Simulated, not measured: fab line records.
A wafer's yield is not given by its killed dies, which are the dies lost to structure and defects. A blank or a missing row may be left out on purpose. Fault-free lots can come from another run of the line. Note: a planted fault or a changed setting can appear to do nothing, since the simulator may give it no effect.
Matching of chambers | flow n5 finfet | rie diel-05 running N5_BEOL_M0_STRIP_142: 4 sister chambers
The step strips in N2/H2, time 10 s. 24 wafers are shown with their chamber, then 12 later ones without.

EACH WAFER AND ITS CHAMBER
wafer  | chamber | showerhead plenum p Torr (Torr) | throttle valve pct (%) | oes product au (a.u.)
L074.1 | 2       | 2.71                            | 23.56                  | 0.91
L074.4 | 1       | 2.48                            | 23.47                  | 0.94
L074.6 | 3       | 2.40                            | 23.63                  | 0.70
L075.1 | 1       | 2.48                            | 23.46                  | 0.93
L075.4 | 2       | 2.71                            | 23.56                  | 0.92
L075.6 | 0       | 2.66                            | 23.77                  | 0.79
L076.2 | 1       | 2.48                            | 23.49                  | 0.93
L076.3 | 3       | 2.39                            | 23.66                  | 0.70
L076.4 | 2       | 2.71                            | 23.57                  | 0.90
L077.2 | 0       | 2.66                            | 23.77                  | 0.78
L077.3 | 2       | 2.71                            | 23.57                  | 0.90
L077.5 | 1       | 2.48                            | 23.48                  | 0.92
L079.3 | 1       | 2.48                            | 23.49                  | 0.91
L079.4 | 0       | 2.65                            | 23.78                  | 0.77
L079.5 | 2       | 2.71                            | 23.58                  | 0.89
L080.2 | 1       | 2.48                            | 23.48                  | 0.90
L080.3 | 2       | 2.71                            | 23.57                  | 0.88
L080.6 | 2       | 2.71                            | 23.57                  | 0.90
L081.2 | 1       | 2.48                            | 23.51                  | 0.91
L081.3 | 0       | 2.65                            | 23.76                  | 0.77
L081.4 | 2       | 2.71                            | 23.57                  | 0.89
L084.1 | 1       | 2.47                            | 23.51                  | 0.89
L084.2 | 3       | 2.39                            | 23.67                  | 0.68
L084.4 | 2       | 2.71                            | 23.58                  | 0.87

SIGNATURES (means of the wafers above)
reading                  | chamber 0 | chamber 1 | chamber 2 | chamber 3 | scatter within a chamber
showerhead plenum p Torr | 2.6550    | 2.4787    | 2.7100    | 2.3933    | 0.00356
throttle valve pct       | 23.7700   | 23.4862   | 23.5700   | 23.6533   | 0.0135
oes product au           | 0.7775    | 0.9163    | 0.8956    | 0.6933    | 0.0148
Rule: for a wafer and a chamber, the distance is found by dividing, reading by reading, the gap between the wafer's reading and the chamber's mean by the reading's scatter, squaring, summing and taking the root. The wafer belongs to the nearest chamber; if the next one is less than 2 further off, it can't be placed. The scatter: the root of (the sum of the squares of (reading less its chamber's mean) over the shown wafers, divided by (wafers less chambers)).

WAFERS WITH NO CHAMBER GIVEN
wafer  | showerhead plenum p Torr (Torr) | throttle valve pct (%) | oes product au (a.u.)
L086.1 | 2.65                            | 23.80                  | 0.76
L086.2 | 2.39                            | 23.66                  | 0.68
L086.4 | 2.70                            | 23.57                  | 0.86
L088.3 | 2.38                            | 23.69                  | 0.68
L088.4 | 2.70                            | 23.59                  | 0.88
L088.5 | 2.70                            | 23.61                  | 0.88
L092.1 | 2.47                            | 23.53                  | 0.86
L092.2 | 2.64                            | 23.81                  | 0.77
L092.5 | 2.38                            | 23.69                  | 0.67
L093.3 | 2.47                            | 23.54                  | 0.85
L093.4 | 2.47                            | 23.52                  | 0.85
L093.6 | 2.64                            | 23.81                  | 0.75

CHAMBER TAKEN BY EACH
wafer  | from the rows above | in truth
L086.1 | 0                   | 0
L086.2 | 3                   | 3
L086.4 | 2                   | 2
L088.3 | 3                   | 3
L088.4 | 2                   | 2
L088.5 | 2                   | 2
L092.1 | 1                   | 1
L092.2 | 0                   | 0
L092.5 | 3                   | 3
L093.3 | 1                   | 1
L093.4 | 1                   | 1
L093.6 | 0                   | 0
Correctly placed: 12 of 12. Left unplaced by these rows: 0. Number placed wrongly: 0.
